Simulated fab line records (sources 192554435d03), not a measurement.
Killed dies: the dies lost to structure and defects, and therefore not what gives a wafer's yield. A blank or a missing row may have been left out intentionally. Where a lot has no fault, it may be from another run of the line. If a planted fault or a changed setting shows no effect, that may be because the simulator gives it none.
Split-lot experiment / flow n5_finfet / route with 1938 steps; 7 lots, 21 wafers read

THE SPLIT ITSELF
At N5_SD_EPI_P_ETCH_37 (etches SOC in N2/H2, overetch 108 nm, time 486 s), the setting source_w was moved away from the recipe's 3000 W on 9 of the 21 wafers read, by -11.3% to +14.0%. For the rest of the wafers, this setting stayed at what the recipe calls for.

The reading is taken at the split's own step.

THE READING
rf_vpp_V, in V, at N5_SD_EPI_P_ETCH_37 (etches SOC in N2/H2, overetch 108 nm, time 486 s). Fault-free wafers of this fab line usually give 240.9 V, standard deviation 1.3 V.

wafer=L080.1; tool, chamber at the split=rie_diel-05, 0; source_w as run, W=3000; against the recipe=recipe; rf_vpp_V, V=238.8; against lot-mates on the recipe=-
wafer=L080.2; tool, chamber at the split=rie_diel-05, 2; source_w as run, W=3000; against the recipe=recipe; rf_vpp_V, V=241.3; against lot-mates on the recipe=-
wafer=L080.4; tool, chamber at the split=rie_diel-05, 1; source_w as run, W=3000; against the recipe=recipe; rf_vpp_V, V=240.8; against lot-mates on the recipe=-
wafer=L087.1; tool, chamber at the split=rie_diel-05, 1; source_w as run, W=2661; against the recipe=-11.3%; rf_vpp_V, V=250.6; against lot-mates on the recipe=+8.4
wafer=L087.5; tool, chamber at the split=rie_diel-05, 2; source_w as run, W=2661; against the recipe=-11.3%; rf_vpp_V, V=250.4; against lot-mates on the recipe=+8.2
wafer=L087.6; tool, chamber at the split=rie_diel-05, 3; source_w as run, W=3000; against the recipe=recipe; rf_vpp_V, V=242.2; against lot-mates on the recipe=-
wafer=L089.1; tool, chamber at the split=rie_diel-06, 3; source_w as run, W=3385; against the recipe=+12.8%; rf_vpp_V, V=232.0; against lot-mates on the recipe=-10.0
wafer=L089.3; tool, chamber at the split=rie_diel-06, 2; source_w as run, W=3000; against the recipe=recipe; rf_vpp_V, V=242.0; against lot-mates on the recipe=-
wafer=L089.4; tool, chamber at the split=rie_diel-06, 1; source_w as run, W=3385; against the recipe=+12.8%; rf_vpp_V, V=232.5; against lot-mates on the recipe=-9.5
wafer=L091.1; tool, chamber at the split=rie_diel-02, 2; source_w as run, W=3000; against the recipe=recipe; rf_vpp_V, V=240.6; against lot-mates on the recipe=-
wafer=L091.3; tool, chamber at the split=rie_diel-02, 0; source_w as run, W=3419; against the recipe=+14.0%; rf_vpp_V, V=231.8; against lot-mates on the recipe=-8.8
wafer=L091.5; tool, chamber at the split=rie_diel-02, 2; source_w as run, W=3419; against the recipe=+14.0%; rf_vpp_V, V=230.8; against lot-mates on the recipe=-9.8
wafer=L092.3; tool, chamber at the split=rie_diel-06, 2; source_w as run, W=3000; against the recipe=recipe; rf_vpp_V, V=241.2; against lot-mates on the recipe=-
wafer=L092.4; tool, chamber at the split=rie_diel-06, 1; source_w as run, W=3000; against the recipe=recipe; rf_vpp_V, V=240.6; against lot-mates on the recipe=-
wafer=L092.5; tool, chamber at the split=rie_diel-06, 1; source_w as run, W=3000; against the recipe=recipe; rf_vpp_V, V=240.4; against lot-mates on the recipe=-
wafer=L093.1; tool, chamber at the split=rie_diel-05, 1; source_w as run, W=3000; against the recipe=recipe; rf_vpp_V, V=242.1; against lot-mates on the recipe=-
wafer=L093.2; tool, chamber at the split=rie_diel-05, 0; source_w as run, W=3000; against the recipe=recipe; rf_vpp_V, V=239.2; against lot-mates on the recipe=-
wafer=L093.5; tool, chamber at the split=rie_diel-05, 3; source_w as run, W=3145; against the recipe=+4.8%; rf_vpp_V, V=235.8; against lot-mates on the recipe=-4.8
wafer=L095.2; tool, chamber at the split=rie_diel-06, 0; source_w as run, W=3325; against the recipe=+10.8%; rf_vpp_V, V=230.7; against lot-mates on the recipe=-9.2
wafer=L095.3; tool, chamber at the split=rie_diel-06, 1; source_w as run, W=3325; against the recipe=+10.8%; rf_vpp_V, V=231.7; against lot-mates on the recipe=-8.2
wafer=L095.6; tool, chamber at the split=rie_diel-06, 1; source_w as run, W=3000; against the recipe=recipe; rf_vpp_V, V=239.9; against lot-mates on the recipe=-

FIT RESULTS
A straight line over all 21 wafers: rf_vpp_V changes by -0.765 V for each +1% of source_w; r = -0.98; the points scatter about the line by 1.2 V.
The same after taking each lot's own level away (the mean of its wafers on the recipe; 21 wafers): -0.734 V for each +1%; r = -0.99; scatter 0.86 V.
According to that fit, moving source_w by its largest amount changes the reading by 10 V.
From 239.90 to 242.20 V: that is the span of the lots' own levels, equal to 1.8 times the standard deviation above.
The two slopes agree, so the slope changes little with the lot-to-lot level.
Check: for one of the wafers moved furthest among these (+14.0%), held out of the fit, the line's prediction against its lot-mates is -10.6 V. Against them it came out at -8.8 V.
Tool readings at the split's step, against how far the setting was moved: rf_vpp_V r = -0.98.

FURTHER SPLITS ON THESE WAFERS
Note: prior to the reading, these wafers also went through further splits. Each is held against what the fit with the lots' levels taken away leaves over:
other split on the same wafers=N5_ZERO_LAYER_PECVD_02 time_s; wafers away from the commonest value=5; r with rf_vpp_V (lot level and that fit taken away)=-0.13
other split on the same wafers=N5_WELL_APT_COAT_19 spin_rpm; wafers away from the commonest value=9; r with rf_vpp_V (lot level and that fit taken away)=-0.08
other split on the same wafers=N5_WELL_APT_EXPOSE_22 dose_mj; wafers away from the commonest value=7; r with rf_vpp_V (lot level and that fit taken away)=+0.24
other split on the same wafers=N5_FIN_SAQP_MANDREL_ETCH_22 icp_w; wafers away from the commonest value=8; r with rf_vpp_V (lot level and that fit taken away)=-0.13
other split on the same wafers=N5_FIN_SAQP_FIN_ETCH_36 icp_w; wafers away from the commonest value=9; r with rf_vpp_V (lot level and that fit taken away)=+0.14
other split on the same wafers=N5_DUMMY_GATE_COAT_35 spin_rpm; wafers away from the commonest value=5; r with rf_vpp_V (lot level and that fit taken away)=+0.04
other split on the same wafers=N5_DUMMY_GATE_COAT_28 spin_rpm; wafers away from the commonest value=8; r with rf_vpp_V (lot level and that fit taken away)=-0.17

FILE'S OWN FIT
rf_vpp_V changes by -0.743 V for each +1% of source_w, r = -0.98.
